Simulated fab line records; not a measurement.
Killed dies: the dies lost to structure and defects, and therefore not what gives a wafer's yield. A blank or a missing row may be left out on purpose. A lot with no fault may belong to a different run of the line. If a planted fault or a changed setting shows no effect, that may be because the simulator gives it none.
Which of the tools did it? | flow nandHarc | 12 lots, 36 wafers sampled, at 5 steps of a route of 1159

## WHAT THE GAUGES SHOWED, per wafer
NHARC_A_SGD_CUT_THK_MEAS_22: measures by ellipsometry. Usual: thkNm at 148.1 nm, with a standard deviation of 1.4.
lot  | measured     | on           | thkNm (nm)        | flag
L104 | day 13 13:44 | filmMetro-02 | 150.0 149.2 146.8 | 
L107 | day 14 08:32 | filmMetro-01 | 149.3 148.7 148.6 | 
L108 | day 14 23:23 | filmMetro-01 | 146.8 146.6 147.8 | 
L106 | day 14 23:23 | filmMetro-01 | 146.3 151.2 149.2 | 
L111 | day 15 09:29 | filmMetro-01 | 147.6 150.4 146.0 | 
L109 | day 15 09:29 | filmMetro-02 | 147.8 148.5 147.2 | 
L114 | day 16 09:08 | filmMetro-02 | 146.7 149.4 145.2 | 
L120 | day 17 21:26 | filmMetro-02 | 146.5 147.8 147.4 | 
L121 | day 18 03:32 | filmMetro-01 | 149.0 146.3 148.5 | 
L119 | day 18 03:32 | filmMetro-02 | 148.1 150.8 149.7 | 
L124 | day 19 10:09 | filmMetro-02 | 147.6 147.3 147.5 | 
L125 | day 19 23:46 | filmMetro-02 | 148.2 147.3 149.9 | 

NHARC_A_SLIT_OVL_MEAS_10. Usual: overlayXNm 0.2 nm, standard deviation 0.7; overlayYNm 0.2 nm, standard deviation 0.97.
lot  | measured     | on         | overlayXNm (nm) | overlayYNm (nm) | flag
L104 | day 14 00:09 | overlay-02 | 0.4 0.6 0.8     | 1.2 0.9 0.9     | 
L107 | day 14 13:58 | overlay-01 | 0.2 -0.3 0.0    | -0.9 -0.6 -0.9  | 
L108 | day 15 04:36 | overlay-01 | -0.7 -1.1 -0.8  | -0.4 -0.3 0.3   | 
L106 | day 15 04:26 | overlay-01 | -0.8 -1.2 -1.4  | 0.5 0.7 0.4     | 
L111 | day 15 13:23 | overlay-01 | -0.2 -0.7 -0.8  | -0.8 -0.3 -0.7  | 
L109 | day 15 13:32 | overlay-02 | 0.9 0.2 0.9     | -0.6 -0.6 -0.8  | 
L114 | day 16 12:41 | overlay-01 | 0.7 0.7 0.6     | 0.8 1.2 1.3     | 
L120 | day 18 02:44 | overlay-02 | 1.1 0.6 0.7     | -0.8 -0.7 0.4   | 
L121 | day 18 08:05 | overlay-02 | 0.7 1.4 0.9     | 0.1 0.6 0.1     | 
L119 | day 18 09:16 | overlay-02 | 0.0 -0.3 -0.2   | -0.2 0.4 0.1    | 
L124 | day 19 14:48 | overlay-01 | 1.3 1.1 0.8     | 0.4 0.3 0.1     | 
L125 | day 20 04:33 | overlay-01 | 0.5 0.6 0.9     | -0.2 0.1 0.0    | 

NHARC_END_SORT_01. Usual: killedAtArray 25, standard deviation 10; killedAtOther 0.6, standard deviation 0.91; killedAtPeriphery 3.6, standard deviation 2.9; killedDies 29, standard deviation 10; killedOpen 3.3, standard deviation 2; killedShort 1.9, standard deviation 1.5.
lot  | measured     | on        | killedAtArray | killedAtOther | killedAtPeriphery | killedDies | killedOpen | killedShort | flag
L104 | day 19 12:34 | prober-02 | 14 13 23      | 0 0 0         | 4 2 2             | 18 15 25   | 5 1 4      | 2 2 0       | 
L107 | day 20 05:18 | prober-01 | 8 10 11       | 1 2 0         | 2 3 1             | 11 15 12   | 2 3 4      | 2 3 1       | 
L108 | day 20 05:04 | prober-02 | 43 30 43      | 0 1 0         | 4 8 4             | 47 39 47   | 7 2 13     | 1 3 6       | 
L106 | day 20 12:48 | prober-02 | 20 20 12      | 0 0 0         | 4 4 5             | 24 24 17   | 1 3 2      | 1 2 0       | 
L111 | day 21 03:53 | prober-02 | 7 7 7         | 1 1 1         | 3 0 2             | 11 8 10    | 1 3 1      | 1 0 0       | 
L109 | day 21 04:41 | prober-01 | 21 17 17      | 1 0 1         | 4 5 9             | 26 22 27   | 3 5 2      | 1 1 0       | 
L114 | day 21 19:29 | prober-01 | 26 23 17      | 1 4 2         | 4 8 4             | 31 35 23   | 4 4 1      | 2 1 1       | 
L120 | day 23 04:22 | prober-01 | 13 13 15      | 0 0 0         | 10 10 11          | 23 23 26   | 1 1 2      | 0 2 3       | 
L121 | day 23 20:19 | prober-01 | 36 33 673     | 2 0 2         | 2 3 2             | 40 36 677  | 2 2 2      | 1 3 0       | OFF
L119 | day 23 12:23 | prober-02 | 20 32 23      | 2 2 3         | 2 0 1             | 24 34 27   | 4 1 2      | 1 1 3       | 
L124 | day 24 07:19 | prober-01 | 28 33 24      | 0 0 1         | 2 8 3             | 30 41 28   | 4 3 1      | 3 1 2       | 
L125 | day 24 21:12 | prober-01 | 14 13 14      | 0 0 0         | 8 4 8             | 22 17 22   | 4 5 4      | 0 2 3       | 

## WHAT TOOL EACH LOT RAN ON (gives the tool, then ch and the chambers of the sampled wafers, and finally the start)
lot  | NHARC_A_SGD_CUT_ETCH_15                      | NHARC_A_SLIT_ETCH_15
L104 | rieDiel-06 ch 1,2,3, day 13 13:44 or earlier | rieDiel-13 ch 0,1,3, day 14 00:25
L107 | rieDiel-02 ch 0,2, day 14 08:32 or earlier   | rieDiel-07 ch 0,1,3, day 14 14:14
L108 | rieDiel-06 ch 0,1,2, day 14 23:23 or earlier | rieDiel-10 ch 0,2,3, day 15 04:52
L106 | rieDiel-06 ch 0,2, day 14 23:23 or earlier   | rieDiel-13 ch 0,2, day 15 04:47
L111 | rieDiel-02 ch 1,2,3, day 15 09:29 or earlier | rieDiel-13 ch 0,2,3, day 15 13:41
L109 | rieDiel-06 ch 1,2,3, day 15 09:29 or earlier | rieDiel-13 ch 0,1,2, day 15 14:12
L114 | rieDiel-06 ch 0,3, day 16 09:08 or earlier   | rieDiel-07 ch 1,2,3, day 16 12:58
L120 | rieDiel-02 ch 0,1, day 17 21:26 or earlier   | rieDiel-10 ch 1,2, day 18 03:04
L121 | rieDiel-06 ch 0,2, day 18 03:32 or earlier   | rieDiel-13 ch 0,1,3, day 18 08:22
L119 | rieDiel-06 ch 0,1,3, day 18 03:32 or earlier | rieDiel-07 ch 1,2,3, day 18 09:40
L124 | rieDiel-06 ch 0,3, day 19 10:09 or earlier   | rieDiel-10 ch 1,2, day 19 15:04
L125 | rieDiel-02 ch 1,3, day 19 23:46 or earlier   | rieDiel-07 ch 0,1,3, day 20 04:56
- NHARC_A_SGD_CUT_ETCH_15: etches the open film in CH3F/O2, target depth 75 nm, time 64.3 s.
- NHARC_A_SLIT_ETCH_15: etches the open film in O2/COS, target depth 3200 nm, time 832 s.

## WHAT THE TOOLS THEMSELVES READ (means of the sampled wafers that have a number; where no wafer has one, the mark that the record gives instead)
NHARC_A_SGD_CUT_ETCH_15. Usual: drypumpMotorCurrentA 5.7 A, standard deviation 0.5; oesProductAu 0.966 a.u., standard deviation 0.018; rfVppV 264.1 V, standard deviation 1.6; runLengthS 85.7 s, standard deviation 0.59; showerheadPlenumPTorr 2.47 Torr, standard deviation 0.088; throttleValvePct 20.663 %, standard deviation 0.0089.
lot  | tool       | drypumpMotorCurrentA (A) | oesProductAu (a.u.) | rfVppV (V) | runLengthS (s) | showerheadPlenumPTorr (Torr) | throttleValvePct (%) | flag
L104 | rieDiel-06 | 5.5                      | 0.975               | 264.5      | 85.2           | 2.51                         | 20.660               | 
L107 | rieDiel-02 | 5.8                      | 0.973               | 264.0      | 86.5           | 2.51                         | 20.666               | 
L108 | rieDiel-06 | 5.5                      | 0.975               | 263.0      | 85.4           | 2.46                         | 20.658               | 
L106 | rieDiel-06 | 5.6                      | 0.981               | 263.0      | 85.2           | 2.40                         | 20.667               | 
L111 | rieDiel-02 | 6.0                      | 0.970               | 264.4      | 85.8           | 2.56                         | 20.661               | 
L109 | rieDiel-06 | 5.4                      | 0.990               | 265.7      | 85.3           | 2.51                         | 20.655               | 
L114 | rieDiel-06 | 5.8                      | 0.967               | 264.3      | 84.9           | 2.45                         | 20.669               | 
L120 | rieDiel-02 | 5.1                      | 0.978               | 264.5      | 85.8           | 2.47                         | 20.669               | 
L121 | rieDiel-06 | 5.6                      | 0.980               | 262.6      | 85.1           | 2.40                         | 20.661               | 
L119 | rieDiel-06 | 5.6                      | 0.950               | 263.7      | 85.5           | 2.45                         | 20.664               | 
L124 | rieDiel-06 | 5.9                      | 0.974               | 263.6      | 85.0           | 2.45                         | 20.663               | 
L125 | rieDiel-02 | 5.7                      | 0.966               | 265.0      | 85.5           | 2.54                         | 20.657               | 

NHARC_A_SLIT_ETCH_15. Usual: drypumpMotorCurrentA 5.9 A, standard deviation 0.48; oesProductAu 0.999 a.u., standard deviation 0.016; rfVppV 314.7 V, standard deviation 2.2; runLengthS 853.5 s, standard deviation 0.55; showerheadPlenumPTorr 3.15 Torr, standard deviation 0.14; throttleValvePct 28.329 %, standard deviation 0.009.
lot  | tool       | drypumpMotorCurrentA (A) | oesProductAu (a.u.) | rfVppV (V) | runLengthS (s) | showerheadPlenumPTorr (Torr) | throttleValvePct (%) | flag
L104 | rieDiel-13 | 6.0                      | 0.993               | 315.0      | 853.8          | 3.16                         | 28.329               | 
L107 | rieDiel-07 | 6.4                      | 0.992               | 313.1      | 853.5          | 3.06                         | 28.340               | 
L108 | rieDiel-10 | 6.1                      | 0.993               | 314.5      | 852.9          | 3.12                         | 28.324               | 
L106 | rieDiel-13 | 5.4                      | 0.985               | 315.5      | 853.6          | 3.23                         | 28.329               | 
L111 | rieDiel-13 | 5.7                      | 0.993               | 314.7      | 853.9          | 3.15                         | 28.329               | 
L109 | rieDiel-13 | 5.7                      | 0.992               | 317.4      | 853.5          | 3.28                         | 28.330               | 
L114 | rieDiel-07 | 6.1                      | 1.003               | 315.2      | 853.7          | 3.15                         | 28.338               | 
L120 | rieDiel-10 | 5.5                      | 1.007               | 315.0      | 853.0          | 3.24                         | 28.328               | 
L121 | rieDiel-13 | 6.0                      | 0.996               | 314.6      | 767.0          | 3.16                         | 28.319               | OFF
L119 | rieDiel-07 | 6.1                      | 0.994               | 315.4      | 853.4          | 3.15                         | 28.326               | 
L124 | rieDiel-10 | 5.5                      | 1.012               | 316.5      | 853.0          | 3.24                         | 28.324               | 
L125 | rieDiel-07 | 6.4                      | 0.982               | 312.8      | 853.6          | 3.05                         | 28.321               | 

## THE ANSWER, worked out from the rows above alone
Rule: a lot counts as off when the mean over its wafers that have a number is more than 3 standard deviations away from the usual mean. A lot without any number at a reading at which 4 lots or more have one is off too. The other lots that the step has rows for count as sound. The gauges are gone through in route order, then the tools' own readings, and for those a lot's mean is taken as printed above. The first step at which some lot is off is used, and at that step the reading that is off furthest; a lot without a number counts as furthest.
Off, at NHARC_END_SORT_01 on killedAtArray: L121.
A tool fits if, at a process step before that reading, it ran every lot that is off, and no sound lot after the first of them. Not tried: the gauges at NHARC_END_SORT_01; whatever is off there is also off at NHARC_A_SLIT_ETCH_15, on other tools, and gauge error can't account for it. With no start given for some of its lots, NHARC_A_SGD_CUT_ETCH_15 uses the hours and lot order of NHARC_A_SGD_CUT_THK_MEAS_22. One fits: rieDiel-13 at NHARC_A_SLIT_ETCH_15. Its last sound lot is L109 (day 15 14:12), its first lot that is off L121 (day 18 08:22): a fault that began between those two fits.
The tool's own readings at NHARC_A_SLIT_ETCH_15 bear it out: on the lots that are off they differ by more than 5 times the standard deviation of the sound lots' means. runLengthS reads 767.0 s there against 853.4 s on the sound lots.

## WHAT THE SIMULATOR HAD PUT IN
rieDiel-13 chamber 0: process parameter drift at NHARC_A_SLIT_ETCH_15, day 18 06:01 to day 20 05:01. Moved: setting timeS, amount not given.
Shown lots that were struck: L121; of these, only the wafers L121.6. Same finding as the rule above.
